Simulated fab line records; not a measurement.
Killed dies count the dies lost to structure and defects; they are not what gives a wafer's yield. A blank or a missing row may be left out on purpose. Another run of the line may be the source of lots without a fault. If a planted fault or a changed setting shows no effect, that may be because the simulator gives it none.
Comparing a struck lot with a sound one | flow n5Finfet | 18 steps out of a route of 1938
Sound: the wafers L985.2, L985.4, L985.6. Struck: wafer L973.1. (L973.4, L973.5 of the same lot were not struck and are left out.) The cause comes at the end.
Order at every step that has rows: each side's tool, ch and its chambers, its first start. Under that, the readings that differ: sound wafers | struck wafers | difference of the means | sigmas: that difference in standard deviations of wafers without a fault.
alike: readings whose means differ by less than 2 such deviations, and words and numbers that are the same on both sides. not compared: withheld readings, readings that some wafer has no value for, bounds like >300 that may hide the same value, and numbers for which the record gives no deviation and whose values overlap.
Wherever a step has rows on one side only, a row that says differs or no value, or a row with sigmas, the two part there. When numbers do not overlap yet have no deviation, they are printed without sigmas and do not part them. A reading missing from all wafers of one side parts the sides only when that side holds two or more wafers.

N5_BEOL_M3_ANNEAL_82: time 240 s.
  sound: pvdSputter-01 at day 11 11:31; struck: pvdSputter-03 at day 8 20:30
  alike: heaterPowerW, susceptorTempC
then, 3 steps without rows for these wafers: N5_BEOL_M3_SPUTTER_86 (material Cu, target thk 4.5 nm, time 8.29 s); N5_BEOL_M3_ANNEAL_87 (time 240 s); N5_BEOL_M3_SPUTTER_88 (material Cu, target thk 4.5 nm, time 8.29 s).
N5_BEOL_M3_ANNEAL_89: time 240 s.
  sound: pvdSputter-01 at day 11 11:57; struck: pvdSputter-03 at day 8 20:56
  alike: heaterPowerW, susceptorTempC
N5_BEOL_M3_SPUTTER_90: material Cu, target thk 4.5 nm, time 8.29 s.
  sound: pvdSputter-01 at day 11 12:05; struck: pvdSputter-03 at day 8 21:05
  alike: chamberPressurePa, susceptorTempC, throttleValvePct
then, 2 steps without rows for these wafers: N5_BEOL_M3_ANNEAL_91 (time 240 s); N5_BEOL_M3_SPUTTER_92 (material Cu, target thk 4.5 nm, time 8.29 s).
N5_BEOL_M3_ANNEAL_93: time 240 s.
  sound: pvdSputter-01 at day 11 12:23; struck: pvdSputter-03 at day 8 21:23
  alike: heaterPowerW, susceptorTempC
N5_BEOL_M3_SPUTTER_94: material Cu, target thk 4.5 nm, time 8.29 s.
  sound: pvdSputter-01 at day 11 12:32; struck: pvdSputter-03 at day 8 21:31
  alike: chamberPressurePa, susceptorTempC, throttleValvePct
then, 2 steps without rows for these wafers: N5_BEOL_M3_ANNEAL_95 (time 240 s); N5_BEOL_M3_SPUTTER_96 (material Cu, target thk 4.5 nm, time 8.29 s).
N5_BEOL_M3_ECD_50: material Cu, target thk 300 nm.
  sound on ecdCu-01 ch 1, day 11 12:52; struck on ecdCu-01 ch 1, day 8 21:52
reading                               | sound             | struck | difference | sigmas
model.Cu_of_BEOL_M3_ECD_50.thkNm (nm) | 298.4 301.4 300.8 | 180.8  | -119.4     | 
then, 1 step without rows for these wafers: N5_BEOL_M3_ANNEAL_51 (time 90 s).
N5_BEOL_M3_CMP_52: polishes, stops on SiOC, t overpolish 6.8 s, target thk 40 nm.
  sound on cmp-03 ch 0,3, day 11 13:14; struck on cmp-02 ch 2, day 8 23:01
reading             | sound       | struck | difference | sigmas
motorCurrentA (A)   | 6.0 7.4 7.1 | 5.5    | -1.3       | -3
timeToEndpointS (s) | 64 67 65    | 38     | -27        | -8
  alike: clearingPlatenDownForcePsi
N5_BEOL_M3_THK_MEAS_53: measures by xrf.
  sound: filmMetro-02 at day 11 13:32; struck: filmMetro-01 at day 8 23:17
  alike: M3_THK
N5_BEOL_M4_RC_MEAS_101:
  sound on prober-01 ch 0, day 12 06:01; struck on prober-02 ch 0, day 9 22:43
reading        | sound          | struck | difference | sigmas
IOFF_N (nA/um) | 0.18 0.24 0.16 | 0.11   | -0.08      | -3
VT_N (mV)      | 245 242 247    | 256    | +11        | +3
  alike: DIBL_N, DIBL_P, IOFF_P, ION_N, ION_P, SS_N, SS_P, VT_P
-- record jumps: 5 days separate the struck wafers' starts on either side; left off in module BEOL_M4, taken up again in module PASSIVATION, whose first shown step is the route's number 1936 --
N5_PASSIVATION_PROBE_49:
  sound: prober-01 at day 17 00:35; struck: prober-01 at day 14 16:28
  alike: defectLimitedYield, killed_at_M0_to_M3, killed_at_M4_up, killedAtContacts, killedAtFrontEnd, killedAtOther, killedDies, killedOnRim, killedOpen, killedShort, sort_bin_5_function, sort_bin_6_memory, sort_bin_8_speed, sortNPass, sortYieldPct

== WHERE THEY PART ==
First at N5_BEOL_M3_CMP_52; last, within this record, at N5_BEOL_M4_RC_MEAS_101. Later steps at which nothing parts them and some readings are alike: N5_PASSIVATION_PROBE_49.

WHY: what had been put in by the simulator
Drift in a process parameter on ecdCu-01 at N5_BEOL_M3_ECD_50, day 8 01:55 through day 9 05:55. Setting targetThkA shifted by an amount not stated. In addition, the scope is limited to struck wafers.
